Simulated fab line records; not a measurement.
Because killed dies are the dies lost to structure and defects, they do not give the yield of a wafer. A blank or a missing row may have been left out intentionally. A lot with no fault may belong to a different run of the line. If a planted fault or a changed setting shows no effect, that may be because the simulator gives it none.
Chamber matching ; flow n5-finfet ; rie-diel-05 running N5_BEOL_M2_ETCH_70: 4 sister chambers
The step etches SOC in N2/H2, target depth 80 nm, overetch 24 nm, time 130 s. 20 wafers are shown with their chamber, then 10 later ones without.

== EACH WAFER AND ITS CHAMBER ==
wafer;chamber;drypump-motor-current-A (A);throttle-valve-pct (%);showerhead-plenum-p-Torr (Torr)
L077.2;1;6.2;18.03;2.72
L077.3;3;6.7;17.43;2.68
L077.6;2;5.7;17.68;2.59
L078.1;0;5.7;17.29;2.66
L078.4;1;6.2;18.03;2.72
L078.6;3;6.8;17.41;2.68
L079.2;1;6.2;18.04;2.72
L079.3;3;6.7;17.44;2.68
L079.4;0;5.7;17.29;2.66
L083.1;3;6.7;17.44;2.68
L083.2;2;5.8;17.72;2.58
L083.3;1;6.2;18.05;2.71
L083.4;0;5.7;17.30;2.66
L083.5;1;6.2;18.06;2.71
L083.6;0;5.7;17.30;2.66
L084.1;2;5.8;17.72;2.58
L084.3;0;5.7;17.31;2.65
L084.5;1;6.2;18.08;2.71
L092.3;1;6.2;18.10;2.70
L092.5;0;5.7;17.35;2.65

SIGNATURES (averages over the wafers above)
reading;chamber 0;chamber 1;chamber 2;chamber 3;scatter within a chamber
drypump-motor-current-A;5.700;6.200;5.767;6.725;0.0298
throttle-valve-pct;17.3067;18.0557;17.7067;17.4300;0.0229
showerhead-plenum-p-Torr;2.6567;2.7129;2.5833;2.6800;0.00582
Rule: a wafer lies at a distance from a chamber equal to the root of the sum of squares, over the readings, of (its reading less the chamber's mean, divided by the reading's scatter). If the next closest chamber is less than 2 further off than the closest, the wafer can't be placed; otherwise it belongs to the closest. The scatter: take each reading less its chamber's mean, square it, sum over the shown wafers, divide by the number of wafers less the number of chambers, and take the root.

== WAFERS MISSING THEIR CHAMBER ==
wafer;drypump-motor-current-A (A);throttle-valve-pct (%);showerhead-plenum-p-Torr (Torr)
L092.6;6.2;18.10;2.70
L094.1;5.8;17.77;2.57
L094.3;5.7;17.36;2.65
L094.4;6.7;17.49;2.66
L097.1;6.2;18.12;2.70
L097.2;5.7;17.36;2.64
L097.3;5.8;17.79;2.57
L097.4;6.7;17.50;2.66
L097.5;6.2;18.14;2.70
L097.6;5.7;17.36;2.64

== EACH ONE'S CHAMBER ==
wafer;from the rows above;in truth
L092.6;1;1
L094.1;2;2
L094.3;0;0
L094.4;3;3
L097.1;1;1
L097.2;0;0
L097.3;2;2
L097.4;3;3
L097.5;1;1
L097.6;0;0
Placed correctly: 10 of 10. Left unplaced by these rows: 0. 0 placed wrongly.
